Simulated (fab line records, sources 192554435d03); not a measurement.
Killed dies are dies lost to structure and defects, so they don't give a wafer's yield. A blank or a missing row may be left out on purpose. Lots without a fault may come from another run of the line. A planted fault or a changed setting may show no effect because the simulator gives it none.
fab line records | flow n5_finfet
record lots=10 wafers=28 last_day=19
route steps=1938 shown SDB@376 HKMG_FIN@409 BEOL_M4@1111 PASSIVATION@1936
lots that met no fault: from a run of the same line without faults
start_h: hours from the record's first day to the start of the lot's first wafer shown | wait_h: hours since the lot's step before | " the same as in the row above | L1.1+2: a row that stands for several wafers | - no value, or no start given | * or withheld: withheld | < > ~ a bound
route shown NAME@n: a module of which the file shows steps, and the number in the route of the first | usual: mean/standard deviation of fault-free wafers | same: alike in all rows | chamber/n: place in a boat | sites: the reading at each site | _std_site: their standard deviation | _edge_site: outer sites' mean less inner sites' | radius_mm: how far each site lies from the wafer's centre | mask NAME#n: copy n | behind: the tool/chamber that last shaped the wafer | hold: why the lot was held/for how many hours/how that ended | device: the transistor (n, p or np) that didn't switch | end of line: the same wafers' tests at the end of the route | a step without rows: its recipe alone | killed: dies lost to structure and defects at the first sort, not the wafer's yield | map: a wafer's dies, x killed, . not, _ none there
set.NAME: the setting as run; set.NAME@STEP: as run at that earlier step | model.NAME: the simulator's own value behind a step, which no gauge read
steps of the route over a sample of lots; a table a step, a row a wafer
services: from which hour (start_h, from the record's first day; less than 0 if before it) a tool's chamber was out of use, for how many hours, and why
## steps
# step N5_SDB_INSPECT_36
# recipe inspect_instrument=darkfield mode=post_cmp
# usual raw_defect_count=35/13
# columns lot.wafer tool chamber start_h wait_h raw_defect_count
L475.3 defect_inspect-02 - 81.96 0.0 39
L475.4 " - " " 47
L475.6 " - " " 43
L480.2 defect_inspect-01 - 117.61 0.0 43
L480.3 " - " " 19
L480.5 " - " " 27
L482.1 defect_inspect-02 - 122.98 0.0 40
L482.2 " - " " 55
L482.4 " - " " 41
L483.1 defect_inspect-01 - 129.57 0.0 21
L483.2 " - " " 30
L483.4 " - " " 44
L487.2 defect_inspect-02 - 158.87 0.0 27
L487.3 " - " " 60
L487.5 " - " " 20
L491.1 defect_inspect-02 - 179.88 0.0 23
L491.4 " - " " 34
L492.3 defect_inspect-01 - 186.13 0.0 27
L492.5 " - " " 41
L493.3 defect_inspect-01 - 195.58 0.0 29
L493.4 " - " " 29
L493.5 " - " " 26
L495.1 defect_inspect-01 - 202.88 0.0 54
L495.4 " - " " 51
L495.5 " - " " 74
L496.1 defect_inspect-01 - 218.77 0.0 53
L496.3 " - " " 23
L496.6 " - " " 24
# step N5_HKMG_FIN_STRIP_60
# recipe chemistry=N2/H2 power_w=2500 temp_c=300 h2_frac=0.65 time_s=360 pressure_mtorr=withheld n2_flow_sccm=1750 h2_flow_sccm=3250
# usual drypump_motor_current_A=5.6/0.45 heater_power_w=495/16 temp_c=300.05/0.19
# columns lot.wafer tool chamber start_h wait_h drypump_motor_current_A heater_power_w rf_hours_counter_h temp_c
L475.3 plasma_asher-01 0 84.64 0.1 5.0 509 - 300.19
L475.4 " 1 " " 5.8 470 - 299.79
L475.6 " 0 " " 5.0 508 - 299.93
L480.2 plasma_asher-01 0 120.30 0.0 4.9 495 42 300.17
L480.3 " 0 " " 5.0 505 - 300.04
L480.5 " 1 " " 5.8 470 - 300.01
L482.1 plasma_asher-02 1 125.62 0.0 6.1 505 95 300.14
L482.2 " 0 " " 5.3 491 95 300.04
L482.4 " 1 " " 6.1 502 - 300.22
L483.1 plasma_asher-02 0 132.23 0.0 5.3 493 97 300.00
L483.2 " 1 " " 6.1 510 97 300.15
L483.4 " 0 " " 5.3 510 - 299.84
L487.2 plasma_asher-02 1 161.77 0.0 6.1 512 102 300.06
L487.3 " 0 " " 5.3 501 - 299.96
L487.5 " 1 " " 6.1 509 - 300.25
L491.1 plasma_asher-01 0 183.34 0.0 5.0 517 55 300.21
L491.4 " 0 " " 5.0 503 - 300.05
L492.3 plasma_asher-02 1 190.32 0.1 6.1 517 - 300.29
L492.5 " 0 " " 5.3 511 - 300.03
L493.3 plasma_asher-01 1 198.38 0.1 5.8 468 - 300.11
L493.4 " 0 " " 5.0 503 - 300.02
L493.5 " 0 " " 5.0 489 - 300.23
L495.1 plasma_asher-02 0 205.96 0.0 5.2 504 110 299.83
L495.4 " 0 " " 5.3 508 - 300.02
L495.5 " 1 " " 6.1 509 - 299.81
L496.1 plasma_asher-01 0 221.57 0.0 5.0 503 64 300.11
L496.3 " 1 " " 5.8 476 - 300.27
L496.6 " 0 " " 5.0 496 - 299.49
# step N5_HKMG_FIN_PWFM_ALD_03
# recipe material=TiN target_thk_a=20 temp_c=400 ald_precursor_family=TiCl4 ald_co_reactant=NH3 pulse_time_s=1 purge_time_s=3 co_reactant_purge_time_s=2 co_reactant_pulse_time_s=2 ald_cycles=91 pressure_torr=3
# usual co_reactant_pulse_time_s=2/0 heater_power_w=875/110 precursor_pulse_height_rel=0.998/0.02
# columns lot.wafer tool chamber start_h wait_h co_reactant_pulse_time_s heater_power_w precursor_pulse_height_rel
L475.3 ald_metal-02 2 86.08 0.0 2 1071 1.036
L475.4 " 3 " " 2 801 0.998
L475.6 " 1 " " 2 802 0.996
L480.2 ald_metal-04 3 121.88 0.0 2 752 0.974
L480.3 " 2 " " 2 716 1.018
L480.5 " 1 " " 2 960 0.998
L482.1 ald_metal-02 2 127.19 0.0 2 1053 1.042
L482.2 " 1 " " 2 798 1.002
L482.4 " 0 " " 2 887 1.003
L483.1 ald_metal-02 3 133.80 0.0 2 769 0.981
L483.2 " 1 " " 2 810 1.000
L483.4 " 2 " " 2 1092 1.005
L487.2 ald_metal-02 2 163.36 0.0 2 1062 0.969
L487.3 " 0 " " 2 872 1.006
L487.5 " 0 " " 2.349 878 0.981
L491.1 ald_metal-02 3 184.91 0.0 2 772 1.015
L491.4 " 1 " " 2.349 796 0.995
L492.3 ald_metal-02 3 191.76 0.0 2 792 0.968
L492.5 " 2 " " 2.349 1077 1.003
L493.3 ald_metal-04 2 199.83 0.0 2 719 0.976
L493.4 " 3 " " 2 743 0.976
L493.5 " 3 " " 2 748 0.992
L495.1 ald_metal-03 1 207.52 0.0 2 1000 1.003
L495.4 " 2 " " 2 964 0.956
L495.5 " 0 " " 2 762 0.995
L496.1 ald_metal-03 1 223.40 0.0 2 997 1.003
L496.3 " 3 " " 2 842 0.981
L496.6 " 1 " " 2 979 1.010
# step N5_HKMG_FIN_ETCH_31
# recipe chemistry=CF4 target=SiARC target_depth_a=455 mask_material=CAR-ArF time_s=75.8 ion_energy_ev=80 pressure_mtorr=40 source_w=545 bias_w=36 Ar_flow_sccm=100 cf4_flow_sccm=100 ends=cleared
# usual drypump_motor_current_A=5.9/0.43 etch_rf_on_time_s=75.9/2.5 oes_product_au=0.69/0.077 rf_vpp_V=184.1/1.3 showerhead_plenum_p_Torr=2.15/0.085 throttle_valve_pct=15.60/0.24
# columns lot.wafer tool chamber start_h wait_h drypump_motor_current_A etch_rf_on_time_s oes_product_au rf_hours_counter_h rf_vpp_V showerhead_plenum_p_Torr throttle_valve_pct
L475.3 rie_diel-04 3 87.05 0.0 5.3 72.1 0.81 11 184.5 2.10 15.21
L475.4 " 2 " " 6.3 76.0 0.62 - 183.5 2.05 16.05
L475.6 " 1 " " 6.3 73.8 0.80 - 183.8 2.20 15.58
L480.2 rie_diel-03 0 122.90 0.0 5.6 75.3 0.61 214 183.0 2.04 15.86
L480.3 " 1 " " 5.9 77.1 0.75 31 183.7 2.20 15.83
L480.5 " 3 " " 5.4 77.1 0.76 - 185.5 2.26 15.22
L482.1 rie_diel-02 3 128.29 0.0 6.3 77.4 0.78 23 185.1 2.18 15.47
L482.2 " 1 " " 6.2 77.1 0.58 249 182.5 2.02 15.73
L482.4 " 0 " " 6.4 78.9 0.63 156 183.9 2.06 15.72
L483.1 rie_diel-03 0 134.63 0.0 5.6 74.6 0.61 218 182.3 2.04 15.87
L483.2 " 2 " " 5.1 80.3 0.60 176 183.7 2.13 15.58
L483.4 " 1 " " 5.9 77.4 0.74 35 185.2 2.20 15.86
L487.2 rie_diel-02 2 164.55 0.0 6.0 71.3 0.70 120 186.3 2.25 15.52
L487.3 " 3 " " 6.3 76.5 0.76 38 185.4 2.18 15.50
L487.5 " 3 " " 6.3 76.5 0.75 - 184.9 2.18 15.50
L491.1 rie_diel-03 0 186.94 0.0 5.7 75.5 0.59 240 181.9 2.03 15.91
L491.4 " 2 " " 5.1 79.7 0.59 202 182.8 2.12 15.62
L492.3 rie_diel-03 1 193.51 0.0 5.9 77.2 0.71 62 185.3 2.19 15.92
L492.5 " 0 " " 5.6 76.0 0.59 - 182.6 2.03 15.92
L493.3 rie_diel-02 2 200.91 0.0 6.0 71.8 0.68 143 186.2 2.24 15.56
L493.4 " 0 " " 6.3 77.4 0.60 - 183.7 2.05 15.80
L493.5 " 2 " " 6.0 72.4 0.67 - 185.5 2.24 15.55
L495.1 rie_diel-02 1 208.48 0.0 6.2 75.0 0.76 22 184.3 2.27 15.26
L495.4 " 3 " " 6.4 76.4 0.74 49 184.9 2.17 15.53
L495.5 " 0 " " 6.4 77.5 0.60 - 182.2 2.05 15.80
L496.1 rie_diel-02 0 224.23 0.0 6.3 76.8 0.60 205 185.2 2.04 15.83
L496.3 " 1 " " 6.2 75.7 0.74 29 184.9 2.26 15.28
L496.6 " 1 " " 6.2 75.1 0.75 - 185.8 2.26 15.28
# step N5_BEOL_M4_RC_MEAS_101
# usual DIBL_N=36.3/1.9 DIBL_P=36.0/2.1 IOFF_N=0.16/0.031 IOFF_P=0.21/0.035 ION_N=675/14 ION_P=464/8.5 SS_N=71.5/0.6 SS_P=73.3/0.72 VT_N=250/3.2 VT_P=-250/3.1
# columns lot.wafer tool chamber start_h wait_h DIBL_N[mV/V] DIBL_P[mV/V] IOFF_N[nA/um] IOFF_P[nA/um] ION_N[uA/um] ION_P[uA/um] SS_N[mV/dec] SS_P[mV/dec] VT_N[mV] VT_P[mV]
L475.3 prober-01 0 174.19 0.3 33.5 31.3 0.11 0.14 649 443 70.3 72.5 254 -258
L475.4 " 0 " " 37.7 36.1 0.17 0.20 662 455 72.0 73.5 253 -252
L475.6 " 0 " " 34.6 32.5 0.13 0.15 664 452 71.9 72.4 253 -256
L480.2 prober-02 0 207.27 0.2 39.5 38.3 0.19 0.27 675 465 72.0 73.3 249 -247
L480.3 " 0 " " 39.9 38.0 0.22 0.27 672 460 72.6 73.2 247 -244
L480.5 " 0 " " 36.4 35.1 0.16 0.22 677 470 70.3 72.6 251 -247
L482.1 prober-01 0 208.91 0.0 37.2 39.2 0.19 0.23 662 451 72.9 73.5 250 -249
L482.2 " 0 " " 33.7 35.7 0.13 0.18 667 454 70.8 72.9 252 -255
L482.4 " 0 " " 30.6 31.6 0.09 0.13 638 441 70.6 72.3 256 -255
L483.1 prober-01 0 214.27 0.0 35.1 35.4 0.14 0.20 681 474 71.3 72.9 250 -250
L483.2 " 0 " " 34.2 34.7 0.13 0.19 668 459 71.3 73.1 254 -251
L483.4 " 0 " " 34.3 32.9 0.11 0.15 656 449 71.3 72.6 259 -254
L487.2 prober-01 0 285.25 0.2 37.7 35.8 0.17 0.22 691 473 72.6 73.5 248 -246
L487.3 " 0 " " 36.4 34.5 0.15 0.19 675 462 72.1 72.9 250 -251
L487.5 " 0 " " 37.2 34.4 0.16 0.19 676 460 72.3 72.9 251 -251
L493.3 prober-01 0 289.68 0.3 35.2 36.5 0.14 0.17 678 458 70.4 72.9 248 -257
L493.4 " 0 " " 35.7 36.8 0.16 0.18 681 457 71.7 73.2 248 -254
L493.5 " 0 " " 37.2 39.7 0.19 0.22 698 471 72.5 73.5 246 -250
L491.1 prober-02 0 307.55 0.0 38.7 36.1 0.19 0.21 680 463 71.5 73.5 246 -249
L491.4 " 0 " " 39.9 38.6 0.21 0.25 683 463 72.6 74.0 245 -247
L492.3 prober-01 0 321.17 0.3 36.8 38.3 0.19 0.24 685 466 71.9 74.0 247 -248
L492.5 " 0 " " 36.2 36.0 0.17 0.21 665 457 72.4 73.4 251 -251
L495.1 prober-02 0 324.58 0.0 35.8 36.4 0.15 0.23 676 469 72.4 73.1 251 -249
L495.4 " 0 " " 34.3 34.6 0.13 0.19 673 465 71.7 72.1 253 -250
L495.5 " 0 " " 36.3 36.0 0.15 0.21 676 465 72.0 72.5 251 -249
L496.1 prober-01 0 340.67 0.0 36.2 36.7 0.15 0.21 668 460 71.1 73.1 250 -249
L496.3 " 0 " " 36.5 36.7 0.15 0.21 668 458 70.7 73.2 251 -248
L496.6 " 0 " " 36.9 37.3 0.16 0.21 665 457 71.4 74.1 251 -250
# step N5_PASSIVATION_PROBE_49
# usual defect_limited_yield=91.0/1.5 killed_at_M0_to_M3=32/9.6 killed_at_M4_up=13/4.7 killed_at_contacts=13/7.2 killed_at_front_end=44/13 killed_at_other=4/3.4 killed_dies=106/18 killed_on_rim=14/4.2 killed_open=70/13 killed_short=35/8 sort_bin_5_function=5.3/0.97 sort_bin_6_memory=3.4/0.73 sort_bin_8_speed=0.00/0.036 sort_n_pass=1074/18 sort_yield_pct=91.0/1.5
# same gross_dies=1180 killed_at_back_side=0 sort_bin_4_leakage[%]=0
# columns lot.wafer tool chamber start_h wait_h defect_limited_yield[%] killed_at_M0_to_M3 killed_at_M4_up killed_at_contacts killed_at_front_end killed_at_other killed_dies killed_on_rim killed_open killed_short sort_bin_5_function[%] sort_bin_6_memory[%] sort_bin_8_speed[%] sort_n_pass sort_yield_pct[%]
L475.3 prober-01 - 255.80 0.1 89.4 42 16 18 45 4 125 16 85 40 5.4 5.0 0 1055 89.4
L475.4 prober-01 - 255.85 0.2 90.9 34 14 19 36 4 107 11 61 43 5.4 3.1 0 1073 90.9
L475.6 prober-01 - 255.95 0.3 90.6 24 13 30 40 4 111 20 81 28 6.9 2.2 0 1069 90.6
L491.1 prober-01 - 420.81 0.0 92.5 28 7 18 28 8 89 14 59 30 4.6 2.6 0 1091 92.5
L495.1 prober-01 - 432.54 0.0 92.1 27 17 8 36 5 93 9 61 32 4.0 3.7 0 1087 92.1
L495.4 prober-01 - 432.69 0.2 92.5 25 12 7 41 3 88 15 51 37 4.3 2.7 0 1092 92.5
L495.5 prober-01 - 432.74 0.2 90.4 35 18 14 44 2 113 12 78 35 5.7 3.6 0 1067 90.4
L492.3 prober-01 - 432.94 0.2 93.1 18 19 11 31 2 81 11 50 30 4.5 2.3 0 1099 93.1
L492.5 prober-01 - 433.04 0.3 91.2 33 17 15 38 1 104 20 65 37 5.2 3.1 0 1076 91.2
# killed by level:class
L475.3 STI_FIN_REVEAL:geometric_particle:open=23 MOL_CONTACT_COAG:geometric_particle:open=16 STI_FIN_REVEAL:geometric_particle:short=8 BEOL_M0_SAQP:geometric_particle:short=8 BEOL_M2:geometric_particle:open=8 BEOL_M4:geometric_particle:open=7 BEOL_M0_SAQP:geometric_particle:open=7 BEOL_M3:geometric_particle:open=7
L475.4 MOL_CONTACT_COAG:geometric_particle:open=16 BEOL_M0_SAQP:geometric_particle:open=9 GATE_CUT:geometric_particle:short=7 BEOL_M0_SAQP:geometric_particle:short=7 BEOL_M4:geometric_particle:short=6 BEOL_M3:geometric_particle:open=5 BEOL_M5:geometric_particle:open=5 STI_FIN_REVEAL:geometric_particle:open=4
L475.6 MOL_CONTACT_COAG:geometric_particle:open=25 BEOL_M3:geometric_particle:open=12 STI_FIN_REVEAL:geometric_particle:open=11 GATE_CUT:geometric_particle:short=6 DUMMY_GATE:geometric_particle:open=6 STI_FIN_REVEAL:geometric_particle:short=5 FIN_SAQP:geometric_particle:open=4 MOL_CONTACT_COAG:geometric_particle:short=4
L491.1 MOL_CONTACT_COAG:geometric_particle:open=13 FIN_SAQP:geometric_particle:open=11 BEOL_M3:geometric_particle:open=10 FIN_SAQP:geometric_particle:short=6 BEOL_M0_SAQP:geometric_particle:short=6 MOL_CONTACT_COAG:geometric_particle:short=5 BEOL_M0_SAQP:geometric_particle:open=5 BEOL_M2:geometric_particle:open=4
L495.1 STI_FIN_REVEAL:geometric_particle:open=9 FIN_SAQP:geometric_particle:open=7 BEOL_M4:geometric_particle:open=7 FIN_SAQP:geometric_particle:short=5 MOL_CONTACT_COAG:geometric_particle:open=5 BEOL_M1:geometric_particle:open=5 BEOL_M3:geometric_particle:open=5 DUMMY_GATE:geometric_particle:open=4
L495.4 BEOL_M1:geometric_particle:open=8 STI_FIN_REVEAL:geometric_particle:open=6 GATE_CUT:geometric_particle:short=6 BEOL_M0_SAQP:geometric_particle:open=6 BEOL_M4:geometric_particle:open=6 DUMMY_GATE:geometric_particle:short=5 MOL_CONTACT_COAG:geometric_particle:open=5 FIN_SAQP:geometric_particle:open=4
L495.5 MOL_CONTACT_COAG:geometric_particle:open=14 FIN_SAQP:geometric_particle:open=12 STI_FIN_REVEAL:geometric_particle:open=11 FIN_SAQP:geometric_particle:short=10 BEOL_M4:geometric_particle:open=9 BEOL_M1:geometric_particle:open=9 BEOL_M0_SAQP:geometric_particle:open=6 BEOL_M0_SAQP:geometric_particle:short=4
L492.3 STI_FIN_REVEAL:geometric_particle:open=10 FIN_SAQP:geometric_particle:short=9 MOL_CONTACT_COAG:geometric_particle:open=7 BEOL_M4:geometric_particle:open=7 BEOL_M2:geometric_particle:open=6 FIN_SAQP:geometric_particle:open=4 MOL_CONTACT_COAG:geometric_particle:short=4 BEOL_M0_SAQP:geometric_particle:open=3
L492.5 BEOL_M0_SAQP:geometric_particle:short=12 MOL_CONTACT_COAG:geometric_particle:open=10 FIN_SAQP:geometric_particle:open=9 BEOL_M4:geometric_particle:open=7 FIN_SAQP:geometric_particle:short=6 BEOL_M0_SAQP:geometric_particle:open=6 BEOL_M5:geometric_particle:open=6 DUMMY_GATE:geometric_particle:open=5
## services
# columns tool chamber start_h hours kind
ald_metal-02 - 65.37 0.5 repair
ald_metal-02 - 68.61 14.6 pm
ald_metal-03 3 79.87 6.0 repair
ald_metal-04 2 87.83 31.6 repair
rie_diel-04 1 98.25 7.9 repair
rie_diel-04 - 101.94 0.2 repair
rie_diel-03 2 103.38 6.4 repair
rie_diel-03 0 107.48 11.9 repair
rie_diel-04 0 111.02 1.2 repair
plasma_asher-01 - 121.47 0.7 repair
plasma_asher-01 - 129.22 2.8 pm
rie_diel-02 1 132.22 - clean
rie_diel-02 1 132.22 - consumable_replace:focus_ring
rie_diel-02 1 132.22 - consumable_replace:showerhead
rie_diel-02 1 132.22 12.2 scheduled_down
rie_diel-02 1 132.22 12.2 vent_cycle
rie_diel-04 - 153.03 28.1 pm
ald_metal-04 2 159.14 6.5 repair
ald_metal-03 - 161.14 1.1 repair
rie_diel-02 1 162.01 21.4 repair
ald_metal-04 2 176.51 6.2 repair
rie_diel-02 3 179.16 26.0 repair
rie_diel-04 - 181.13 14.6 pm
ald_metal-02 0 184.41 9.5 repair
## key
first_sign step=N5_HKMG_FIN_PWFM_ALD_03 reading=co_reactant_pulse_time_s direction=up sigmas=99+ usual=* struck=*
effect none on later readings
met_at N5_HKMG_FIN_PWFM_ALD_03
struck_lots L487,L491,L492
struck_wafers L487.5,L491.4,L492.5
not_acting_at N5_SDB_INSPECT_36,N5_HKMG_FIN_STRIP_60,N5_HKMG_FIN_ETCH_31
onset_between 133.80 163.36
fault kind=process_parameter_drift tool=ald_metal-02 chamber=- onset_h=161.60 steps=N5_HKMG_FIN_PWFM_ALD_03 channel=co_reactant_pulse_time_s offset=* shape=step end_h=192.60 scope=struck_wafers_only acts_in=* stated=*
